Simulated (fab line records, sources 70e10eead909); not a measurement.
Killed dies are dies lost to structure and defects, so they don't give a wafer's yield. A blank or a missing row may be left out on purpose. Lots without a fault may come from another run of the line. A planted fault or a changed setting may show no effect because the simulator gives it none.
Chamber matching | flow nand_harc | NHARC_A_STAIRCASE_DEP_151 on pecvd-03: 3 sister chambers
The step deposits SiO2, target thk 7200 nm. 6 wafers are shown with their chamber, then 12 later ones without.

WAFERS WITH THEIR CHAMBER
wafer  | chamber | heater_power_w (W)
L085.5 | 2       | 727
L083.4 | 2       | 746
L083.6 | 1       | 567
L086.1 | 0       | 570
L086.2 | 1       | 629
L086.4 | 0       | 483

WAFERS WITHOUT THEIR CHAMBER
wafer  | heater_power_w (W)
L090.3 | 694
L090.4 | 481
L090.6 | 581
L093.4 | 730
L093.5 | 584
L093.6 | 505
L095.1 | 768
L095.4 | 598
L095.6 | 491
L096.2 | 589
L096.5 | 497
L096.6 | 742

WHICH CHAMBER EACH WENT THROUGH
wafer  | from the rows above     | in truth
L090.3 | can't be placed: 2 or 1 | 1
L090.4 | can't be placed: 0 or 1 | 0
L090.6 | can't be placed: 1 or 0 | 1
L093.4 | 2                       | 2
L093.5 | can't be placed: 1 or 0 | 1
L093.6 | can't be placed: 0 or 1 | 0
L095.1 | 2                       | 2
L095.4 | can't be placed: 1 or 0 | 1
L095.6 | can't be placed: 0 or 1 | 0
L096.2 | can't be placed: 1 or 0 | 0
L096.5 | can't be placed: 0 or 1 | 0
L096.6 | 2                       | 2
Placed correctly: 3 of 12. Can't be placed from these rows: 9 (the true chamber is among the candidates in 9). Placed wrongly: 0.
How it was worked out, from the rows above alone: a wafer's distance from a chamber is the root of the sum, over the readings, of the square of ((its reading less the chamber's mean) divided by the reading's scatter). The wafer belongs to the nearest chamber; if the next one is less than 2 further off, it can't be placed. A chamber's mean is the mean of its shown wafers. The scatter: the root of (the sum of the squares of (reading less its chamber's mean) over the shown wafers, divided by (wafers less chambers)).
